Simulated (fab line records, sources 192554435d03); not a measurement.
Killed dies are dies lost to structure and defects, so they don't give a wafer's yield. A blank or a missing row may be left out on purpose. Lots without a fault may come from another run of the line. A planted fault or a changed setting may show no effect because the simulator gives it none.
Split-lot experiment | flow n5_finfet | 7 lots, 21 wafers read, on a route of 1938 steps

THE SPLIT
At N5_MOL_CONTACT_COAG_EXPOSE_81 (exposes mask VG, defocus 0 nm), the setting dose_mj was moved away from the recipe's 59.5 on 6 of the 21 wafers read, by -3.4% to +6.0%. The other wafers ran this setting at the recipe's value.

FROM THE SPLIT TO THE READING: what the file shows between them, 2 steps
- N5_MOL_CONTACT_COAG_PEB_82: peb time 60 s
- N5_MOL_CONTACT_COAG_DEVELOP_83: develop time 30 s

THE READING
cd_nm, in nm, at N5_MOL_CONTACT_COAG_CD_MEAS_84 (target cd 25.1 nm). Fault-free wafers of this fab line usually give 25.21 nm, standard deviation 0.23 nm.

wafer  | tool, chamber at the split | dose_mj as run | against the recipe | cd_nm, nm | against lot-mates on the recipe
L074.1 | euv_scanner-02, 0          | 59.5           | recipe             | 25.01     | -
L074.3 | euv_scanner-02, 0          | 59.5           | recipe             | 25.28     | -
L074.5 | euv_scanner-02, 0          | 59.5           | recipe             | 25.62     | -
L078.3 | euv_scanner-01, 0          | 57.88          | -2.7%              | 24.76     | no lot-mate on the recipe
L078.4 | euv_scanner-01, 0          | 57.88          | -2.7%              | 24.77     | no lot-mate on the recipe
L078.5 | euv_scanner-01, 0          | 57.88          | -2.7%              | 24.57     | no lot-mate on the recipe
L079.1 | euv_scanner-01, 0          | 59.5           | recipe             | 25.29     | -
L079.4 | euv_scanner-01, 0          | 59.5           | recipe             | 24.95     | -
L079.5 | euv_scanner-01, 0          | 59.5           | recipe             | 25.07     | -
L086.3 | euv_scanner-02, 0          | 59.5           | recipe             | 25.62     | -
L086.4 | euv_scanner-02, 0          | 59.5           | recipe             | 25.37     | -
L086.6 | euv_scanner-02, 0          | 59.5           | recipe             | 25.50     | -
L090.1 | euv_scanner-01, 0          | 59.5           | recipe             | 24.93     | -
L090.5 | euv_scanner-01, 0          | 57.49          | -3.4%              | 24.41     | -0.66
L090.6 | euv_scanner-01, 0          | 59.5           | recipe             | 25.21     | -
L091.1 | euv_scanner-02, 0          | 63.08          | +6.0%              | 26.08     | +1.11
L091.3 | euv_scanner-02, 0          | 59.5           | recipe             | 25.09     | -
L091.5 | euv_scanner-02, 0          | 59.5           | recipe             | 24.85     | -
L094.1 | euv_scanner-02, 0          | 62.12          | +4.4%              | 26.22     | +1.06
L094.3 | euv_scanner-02, 0          | 59.5           | recipe             | 25.40     | -
L094.6 | euv_scanner-02, 0          | 59.5           | recipe             | 24.92     | -

THE FIT
A straight line over all 21 wafers: cd_nm changes by +0.185 nm for each +1% of dose_mj; r = +0.86; the points scatter about the line by 0.24 nm.
The same after taking each lot's own level away (the mean of its wafers on the recipe; 18 wafers): +0.202 nm for each +1%; r = +0.92; scatter 0.18 nm.
On that fit, the largest move of dose_mj shifts the reading by 1.2 nm.
The lots' own levels span 24.970 to 25.497 nm, that is 2.3 times the standard deviation above.
So the lot-to-lot level changes the slope little: the two slopes agree.
Check: with one of the wafers moved furthest among these (+6.0%) left out of the fit, the line predicts +1.36 nm for it against its lot-mates. It came out at +1.11 nm against them.

OTHER SPLITS ON THESE WAFERS
These wafers also went through other splits before the reading. Each is held against what the fit with the lots' levels taken away leaves over:
other split on the same wafers        | wafers away from the commonest value | r with cd_nm (lot level and that fit taken away)
N5_DUMMY_GATE_ETCH_31 target_depth_a  | 9                                    | -0.06
N5_SD_EPI_P_PEB_07 peb_time_s         | 7                                    | +0.12
N5_SD_EPI_P_DEVELOP_08 develop_time_s | 8                                    | -0.20
N5_HKMG_FIN_ETCH_55 bias_w            | 5                                    | -0.42
N5_HKMG_FIN_COAT_30 spin_rpm          | 6                                    | -0.06
N5_GATE_CUT_CUT_ETCH_53 icp_w         | 8                                    | -0.01
N5_MOL_CONTACT_COAG_COAT_76 spin_rpm  | 5                                    | +0.03

THE FILE'S OWN FIT
cd_nm changes by +0.203 nm for each +1% of dose_mj, r = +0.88.
